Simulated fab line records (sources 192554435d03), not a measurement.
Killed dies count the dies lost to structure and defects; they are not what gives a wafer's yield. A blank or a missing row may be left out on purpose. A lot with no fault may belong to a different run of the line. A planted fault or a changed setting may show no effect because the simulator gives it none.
Split-lot experiment    flow n5-finfet    21 wafers read across 7 lots, on a route 1938 steps long

== THE SPLIT ITSELF ==
At N5_BEOL_M2_COAT_61 (time 60 s, resist thk 60 nm), the setting spin-rpm was moved away from the recipe's 1500 rpm on 10 of the 21 wafers read, by -10.7% to +9.1%. For the rest of the wafers, this setting stayed at what the recipe calls for.

== FROM THE SPLIT TO THE READING: what the file shows between them, 4 steps ==
- N5_BEOL_M2_COAT_62: time 60 s, resist thk 12 nm
- N5_BEOL_M2_COAT_73: time 60 s, resist thk 5 nm
- N5_BEOL_M2_ETCH_74: etches underlayer in N2/H2, target depth 6.5 nm, time 5.2 s
- N5_BEOL_M2_ETCH_63: etches SiARC in CF4, target depth 15.6 nm, time 26 s

== THE READING ==
etch.depth-nm (the simulator's own value, which no gauge read), in nm, at N5_BEOL_M2_ETCH_64 (etches SOC in N2/H2, target depth 75 nm, overetch 22.5 nm, time 121.9 s). The file gives no usual value for it. Across the 11 wafers here that went through the recipe, the average is 60.19 nm and the standard deviation 0.12 nm.

wafer   tool, chamber at the split  spin-rpm as run, rpm  against the recipe  etch.depth-nm, nm  against lot-mates on the recipe
L074.3  litho-track-01, 0           1500                  recipe              60.18              -
L074.4  litho-track-01, 0           1598                  +6.5%               58.17              -1.98
L074.6  litho-track-01, 0           1500                  recipe              60.12              -
L076.3  litho-track-01, 0           1636                  +9.1%               57.81              -2.52
L076.4  litho-track-01, 0           1500                  recipe              60.26              -
L076.6  litho-track-01, 0           1500                  recipe              60.39              -
L081.2  litho-track-05, 0           1500                  recipe              60.03              -
L081.3  litho-track-05, 0           1445                  -3.7%               61.31              +1.28
L081.4  litho-track-05, 0           1445                  -3.7%               61.03              +1.00
L084.3  litho-track-03, 0           1441                  -3.9%               61.25              no lot-mate on the recipe
L084.4  litho-track-03, 0           1441                  -3.9%               61.14              no lot-mate on the recipe
L084.5  litho-track-03, 0           1441                  -3.9%               61.13              no lot-mate on the recipe
L094.4  litho-track-03, 0           1340                  -10.7%              63.29              +3.37
L094.5  litho-track-03, 0           1340                  -10.7%              63.19              +3.27
L094.6  litho-track-03, 0           1500                  recipe              59.92              -
L095.1  litho-track-05, 0           1500                  recipe              60.22              -
L095.4  litho-track-05, 0           1500                  recipe              60.23              -
L095.5  litho-track-05, 0           1500                  recipe              60.3               -
L096.4  litho-track-05, 0           1500                  recipe              60.17              -
L096.5  litho-track-05, 0           1500                  recipe              60.23              -
L096.6  litho-track-05, 0           1624                  +8.3%               57.78              -2.42

THE FIT
A straight line over all 21 wafers: etch.depth-nm changes by -0.281 nm for each +1% of spin-rpm; r = -1.00; the points scatter about the line by 0.13 nm.
The same after taking each lot's own level away (the mean of its wafers on the recipe; 18 wafers): -0.301 nm for each +1%; r = -1.00; scatter 0.087 nm.
On that fit, the largest move of spin-rpm shifts the reading by 3.2 nm.
From 59.920 to 60.325 nm: that is the span of the lots' own levels, equal to 3.3 times the standard deviation above.
The two slopes agree, so the slope changes little with the lot-to-lot level.
Check: +3.19 nm against its lot-mates is what the line predicts for one of the wafers moved furthest among these (-10.7%) when that wafer is left out of the fit. Against them it came out at +3.37 nm.

== THESE WAFERS: OTHER SPLITS ==
These wafers also went through other splits before the reading. Each is held against what the fit with the lots' levels taken away leaves over:
other split on the same wafers              wafers away from the commonest value  r with etch.depth-nm (lot level and that fit taken away)
N5_BEOL_M0_SAQP_SPACER2_ETCHBACK_27 time-s  6                                     -0.53
N5_BEOL_M1_ETCH_64 time-s                   9                                     +0.26

== THE WHOLE CHAIN: every reading that the file lists as answering this split, in the file's order ==
step                what it does                                                             reading                                                                         change (the file's fit)                r (the file's)
N5_BEOL_M2_COAT_61  time 60 s, resist thk 60 nm                                              SOC_of_BEOL_M2_COAT_61.thk-nm (the simulator's own value, which no gauge read)  -0.294 nm for each +1% of the setting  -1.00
N5_BEOL_M2_ETCH_64  etches SOC in N2/H2, target depth 75 nm, overetch 22.5 nm, time 121.9 s  etch.depth-nm (the simulator's own value, which no gauge read)                  -0.298 nm for each +1% of the setting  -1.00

== THE FILE'S OWN FIT ==
etch.depth-nm changes by -0.298 nm for each +1% of spin-rpm, r = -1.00.
